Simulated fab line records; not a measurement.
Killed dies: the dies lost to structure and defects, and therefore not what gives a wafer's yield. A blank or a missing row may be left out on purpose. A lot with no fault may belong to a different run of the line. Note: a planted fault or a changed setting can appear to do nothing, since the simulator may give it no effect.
Chamber matching / flow n5 finfet / N5_BEOL_M2_ALD_84 on ald metal-01 has 4 sister chambers
The step deposits TaN, pulse time 2 s, purge time 3 s, co reactant purge time 2 s. 8 wafers are shown with their chamber, then 7 later ones without.

## WAFERS, EACH WITH ITS CHAMBER
wafer=L074.1; chamber=2; heater power w (W)=407; mfc carrier sccm (sccm)=1496
wafer=L080.1; chamber=1; heater power w (W)=449; mfc carrier sccm (sccm)=1496
wafer=L080.5; chamber=3; heater power w (W)=402; mfc carrier sccm (sccm)=1498
wafer=L082.2; chamber=0; heater power w (W)=459; mfc carrier sccm (sccm)=1501
wafer=L082.4; chamber=3; heater power w (W)=392; mfc carrier sccm (sccm)=1502
wafer=L082.5; chamber=1; heater power w (W)=441; mfc carrier sccm (sccm)=1498
wafer=L092.1; chamber=0; heater power w (W)=463; mfc carrier sccm (sccm)=1497
wafer=L092.4; chamber=2; heater power w (W)=402; mfc carrier sccm (sccm)=1505

## WAFERS WITHOUT THEIR CHAMBER
wafer=L092.5; heater power w (W)=405; mfc carrier sccm (sccm)=1507
wafer=L096.1; heater power w (W)=456; mfc carrier sccm (sccm)=1500
wafer=L096.3; heater power w (W)=449; mfc carrier sccm (sccm)=1495
wafer=L096.5; heater power w (W)=396; mfc carrier sccm (sccm)=1504
wafer=L097.2; heater power w (W)=396; mfc carrier sccm (sccm)=1503
wafer=L097.4; heater power w (W)=463; mfc carrier sccm (sccm)=1506
wafer=L097.6; heater power w (W)=451; mfc carrier sccm (sccm)=1497

## EACH ONE'S CHAMBER
wafer=L092.5; from the rows above=can't be placed: 2 or 3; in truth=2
wafer=L096.1; from the rows above=can't be placed: 0 or 1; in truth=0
wafer=L096.3; from the rows above=can't be placed: 1 or 0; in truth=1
wafer=L096.5; from the rows above=can't be placed: 3 or 2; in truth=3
wafer=L097.2; from the rows above=can't be placed: 3 or 2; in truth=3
wafer=L097.4; from the rows above=0; in truth=0
wafer=L097.6; from the rows above=can't be placed: 1 or 0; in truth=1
Correctly placed: 1 of 7. From these rows, 6 cannot be placed; in 6 the true chamber is one of the candidates. Placed wrongly: 0.
How it was worked out, from the rows above alone: a wafer's distance from a chamber is the root of the sum, over the readings, of the square of ((its reading less the chamber's mean) divided by the reading's scatter). The wafer belongs to the nearest chamber; if the next one is less than 2 further off, it can't be placed. A chamber's mean is the mean of its shown wafers. The scatter is the square root of a quotient: the sum, over the shown wafers, of each reading's squared deviation from its chamber's mean, divided by wafers minus chambers.
